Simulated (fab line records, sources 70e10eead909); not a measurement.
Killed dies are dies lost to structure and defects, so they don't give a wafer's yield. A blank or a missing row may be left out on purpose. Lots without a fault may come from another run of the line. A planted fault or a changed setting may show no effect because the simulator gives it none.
A struck lot beside a sound one | flow nand_harc | 17 steps out of a route of 1302
Sound: wafers L186.1, L186.2, L186.6. Struck: wafer L189.1. (L189.2, L189.4 of the same lot were not struck and are left out.) The cause comes at the end.
At each step with rows: each side's tool, then ch and its chambers, then its first start. Under that, the readings that differ: sound wafers | struck wafers | difference of the means | sigmas: that difference in standard deviations of wafers without a fault.
alike: readings whose means differ by less than 2 such deviations, and words and numbers that are the same on both sides. not compared: withheld readings, readings that some wafer has no value for, bounds like >300 that may hide the same value, and numbers for which the record gives no deviation and whose values overlap.
The two part at a step that has a row with sigmas, a row that says differs or no value, or rows on one side only. Numbers that don't overlap but have no deviation are shown without sigmas and don't part them. A reading that every wafer of one side lacks parts them only if that side has two wafers or more.

NHARC_A_M1_INSPECT_11:
  sound on defect_inspect-02, day 27 06:46; struck on defect_inspect-01, day 28 16:22
  alike: raw_defect_count
then, 1 step without rows for these wafers: NHARC_A_M1_DESCUM_14 (chemistry O2, time 3 s).
NHARC_A_M1_ETCH_35: etches the open film in N2/H2, target depth 40 nm, overetch 12 nm, time 43.94 s.
  sound on rie_diel-08 ch 0,1,3, day 27 06:56; struck on rie_diel-10 ch 1, day 28 16:31
  alike: drypump_motor_current_A, oes_product_au, rf_vpp_V, showerhead_plenum_p_Torr, throttle_valve_pct
  not compared: rf_hours_counter_h
NHARC_A_M1_ETCH_15: etches the open film in C4F8/Ar, target depth 182.5 nm, time 91.2 s.
  sound on rie_diel-08 ch 0,1,3; struck on rie_diel-10 ch 1
  alike: oes_product_au, rf_vpp_V
  not compared: rf_hours_counter_h
NHARC_A_M1_CD_MEAS_16:
  sound on cd_sem-02, day 27 07:10; struck on cd_sem-02, day 28 16:44
  alike: cd_nm
then, 3 steps without rows for these wafers: NHARC_A_M1_STRIP_18 (strips in N2/H2); NHARC_A_M1_ETCH_28 (etches the open film in CF4/N2, target depth 30 nm, time 72.99 s); NHARC_A_M1_STRIP_19 (strips in post etch residue remover, time 600 s).
NHARC_A_M1_DEGAS_29: time 60 s.
  sound on pvd_sputter-02, day 27 07:53; struck on pvd_sputter-01, day 28 17:27
  alike: heater_power_w
NHARC_A_M1_PRE_CLEAN_30: time 30 s.
  sound on pvd_sputter-02; struck on pvd_sputter-01
  alike: heater_power_w
then, 1 step without rows for these wafers: NHARC_A_M1_PVD_20 (deposits TaN, target thk 5 nm, time 8.06 s).
NHARC_A_M1_PVD_21: deposits Cu, target thk 30 nm, time 20.49 s.
  sound on pvd_sputter-02; struck on pvd_sputter-01
  alike: throttle_valve_pct
NHARC_A_M1_ECD_22: material Cu, target thk 400 nm.
  sound on ecd_cu-01 ch 0,1, day 27 08:15; struck on ecd_cu-02 ch 0,1, day 28 17:49
then, 1 step without rows for these wafers: NHARC_A_M1_ANNEAL_31 (time 90 s).
NHARC_A_M1_CMP_23: polishes, t overpolish 20 s, target thk 154.34 nm.
  sound on cmp-01 ch 2,3, day 27 09:00; struck on cmp-03 ch 0, day 28 18:33
  reading                | sound          | struck | difference | sigmas
  time_to_endpoint_s (s) | 25.3 30.5 27.7 | 17.5   | -10.3      | -5
  alike: motor_current_A
NHARC_A_M1_THK_MEAS_24: measures by xrf.
  sound on film_metro-02, day 27 09:17; struck on film_metro-02, day 28 18:50
  alike: thk_nm
NHARC_END_SORT_01:
  the record has rows for the sound wafers here (prober-02 ch 0, day 28 14:28) and none for the struck ones

WHERE THEY PART
First at NHARC_A_M1_CMP_23; last, within this record, at NHARC_END_SORT_01.

WHY: what the simulator had put in
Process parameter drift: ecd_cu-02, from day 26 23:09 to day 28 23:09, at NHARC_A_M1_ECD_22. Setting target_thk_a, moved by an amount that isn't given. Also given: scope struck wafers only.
